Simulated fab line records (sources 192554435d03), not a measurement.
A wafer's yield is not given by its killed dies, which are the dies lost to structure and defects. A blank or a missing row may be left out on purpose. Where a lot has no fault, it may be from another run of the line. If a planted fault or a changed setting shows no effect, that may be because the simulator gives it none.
Which tool is to blame? :: flow n5-finfet :: 72 wafers from 24 lots sampled at 2 of the route's 1938 steps

WHAT EACH GAUGE READ, for each wafer
N5_WELL_APT_CD_MEAS_25 targets a cd of 200 nm. Usual: 199.5 nm for cd-nm, sd 2.2.
lot: L074
measured: day 1 16:32
on: cd-sem-03
cd-nm (nm): 199.8 196.7 198.9
flag: 

lot: L075
measured: day 1 20:59
on: cd-sem-03
cd-nm (nm): 200.6 205.3 204.8
flag: 

lot: L076
measured: day 2 02:59
on: cd-sem-02
cd-nm (nm): 200.3 198.8 199.8
flag: 

lot: L077
measured: day 2 08:48
on: cd-sem-03
cd-nm (nm): 199.9 197.6 200.1
flag: 

lot: L078
measured: day 2 15:05
on: cd-sem-03
cd-nm (nm): 198.6 201.5 196.8
flag: 

lot: L079
measured: day 2 21:05
on: cd-sem-02
cd-nm (nm): 198.2 198.7 198.1
flag: 

lot: L080
measured: day 3 03:19
on: cd-sem-01
cd-nm (nm): 197.1 203.0 201.2
flag: 

lot: L081
measured: day 3 09:04
on: cd-sem-01
cd-nm (nm): 201.3 200.7 203.7
flag: 

lot: L082
measured: day 3 15:19
on: cd-sem-01
cd-nm (nm): 203.9 200.9 200.5
flag: 

lot: L083
measured: day 3 20:49
on: cd-sem-01
cd-nm (nm): 201.1 200.8 200.5
flag: 

lot: L084
measured: day 4 03:22
on: cd-sem-02
cd-nm (nm): 200.1 198.6 197.6
flag: 

lot: L085
measured: day 4 08:44
on: cd-sem-02
cd-nm (nm): 198.1 193.3 195.7
flag: 

lot: L086
measured: day 4 15:01
on: cd-sem-03
cd-nm (nm): 196.0 197.3 196.5
flag: 

lot: L087
measured: day 4 21:40
on: cd-sem-03
cd-nm (nm): 198.4 199.0 199.5
flag: 

lot: L088
measured: day 5 03:34
on: cd-sem-01
cd-nm (nm): 198.0 198.0 200.3
flag: 

lot: L089
measured: day 5 09:01
on: cd-sem-02
cd-nm (nm): 196.7 199.1 198.8
flag: 

lot: L090
measured: day 5 15:29
on: cd-sem-02
cd-nm (nm): 198.8 195.5 200.0
flag: 

lot: L091
measured: day 5 21:07
on: cd-sem-01
cd-nm (nm): 199.0 202.0 200.3
flag: 

lot: L092
measured: day 6 04:04
on: cd-sem-01
cd-nm (nm): 199.3 200.8 201.4
flag: 

lot: L093
measured: day 6 09:01
on: cd-sem-01
cd-nm (nm): 196.2 201.2 196.0
flag: 

lot: L094
measured: day 6 15:05
on: cd-sem-02
cd-nm (nm): 199.8 200.4 201.9
flag: 

lot: L095
measured: day 6 21:19
on: cd-sem-02
cd-nm (nm): 203.4 200.7 202.8
flag: 

lot: L096
measured: day 7 03:30
on: cd-sem-01
cd-nm (nm): 199.0 202.4 199.6
flag: 

lot: L097
measured: day 7 09:07
on: cd-sem-01
cd-nm (nm): 196.4 199.8 197.7
flag: 

N5_WELL_APT_INSPECT_27: inspects for defects (macro). Usual: 2.2 for raw-defect-count, sd 1.5.
lot: L074
measured: day 1 16:35
on: defect-inspect-02
raw-defect-count: 5 1 2
flag: 

lot: L075
measured: day 1 21:02
on: defect-inspect-02
raw-defect-count: 2 3 2
flag: 

lot: L076
measured: day 2 03:02
on: defect-inspect-01
raw-defect-count: 0 3 0
flag: 

lot: L077
measured: day 2 08:52
on: defect-inspect-01
raw-defect-count: 1 1 0
flag: 

lot: L078
measured: day 2 15:08
on: defect-inspect-02
raw-defect-count: 0 3 1
flag: 

lot: L079
measured: day 2 21:09
on: defect-inspect-02
raw-defect-count: 2 1 3
flag: 

lot: L080
measured: day 3 03:22
on: defect-inspect-01
raw-defect-count: 3 1 3
flag: 

lot: L081
measured: day 3 09:07
on: defect-inspect-01
raw-defect-count: 5 3 1
flag: 

lot: L082
measured: day 3 15:23
on: defect-inspect-02
raw-defect-count: 3 7 1
flag: 

lot: L083
measured: day 3 20:52
on: defect-inspect-01
raw-defect-count: 4 1 4
flag: 

lot: L084
measured: day 4 03:25
on: defect-inspect-02
raw-defect-count: 2 1 1
flag: 

lot: L085
measured: day 4 08:47
on: defect-inspect-02
raw-defect-count: 1 1 4
flag: 

lot: L086
measured: day 4 15:04
on: defect-inspect-01
raw-defect-count: 4 3 2
flag: 

lot: L087
measured: day 4 21:43
on: defect-inspect-02
raw-defect-count: 1 4 4
flag: 

lot: L088
measured: day 5 03:37
on: defect-inspect-01
raw-defect-count: 3 1 2
flag: 

lot: L089
measured: day 5 09:05
on: defect-inspect-02
raw-defect-count: 3 6 0
flag: 

lot: L090
measured: day 5 15:32
on: defect-inspect-02
raw-defect-count: 0 3 1
flag: 

lot: L091
measured: day 5 21:10
on: defect-inspect-02
raw-defect-count: 2 4 1
flag: 

lot: L092
measured: day 6 04:07
on: defect-inspect-01
raw-defect-count: 3 0 1
flag: 

lot: L093
measured: day 6 09:04
on: defect-inspect-01
raw-defect-count: 2 0 1
flag: 

lot: L094
measured: day 6 15:08
on: defect-inspect-02
raw-defect-count: 5 2 4
flag: 

lot: L095
measured: day 6 21:22
on: defect-inspect-02
raw-defect-count: 3 0 2
flag: 

lot: L096
measured: day 7 03:33
on: defect-inspect-02
raw-defect-count: 3 3 2
flag: 

lot: L097
measured: day 7 09:10
on: defect-inspect-01
raw-defect-count: 3 3 2
flag: 

WHICH TOOL RAN EACH LOT (tool, then ch and the chambers of the sampled wafers, then the start)
The record shows no process step preceding these readings.

WHAT THE TOOLS THEMSELVES READ (means of the sampled wafers that have a number; where no wafer has one, the mark that the record gives instead)
The record holds no such reading with a usual standard deviation.

THE ANSWER, worked out from the rows above alone
Rule: a lot counts as off when the mean over its wafers that have a number is more than 3 standard deviations away from the usual mean. Also off: a lot with no number at a reading for which 4 or more lots have one. All remaining lots with rows at the step are treated as sound. Order of review: gauges by route order, followed by the tools' own readings, for which a lot's mean as printed above is used. The first step at which some lot is off is used, and at that step the reading that is off furthest; a lot without a number counts as furthest.
Across all readings shown, no lot is off: no conclusion can be drawn from this.

WHAT THE SIMULATOR PUT IN
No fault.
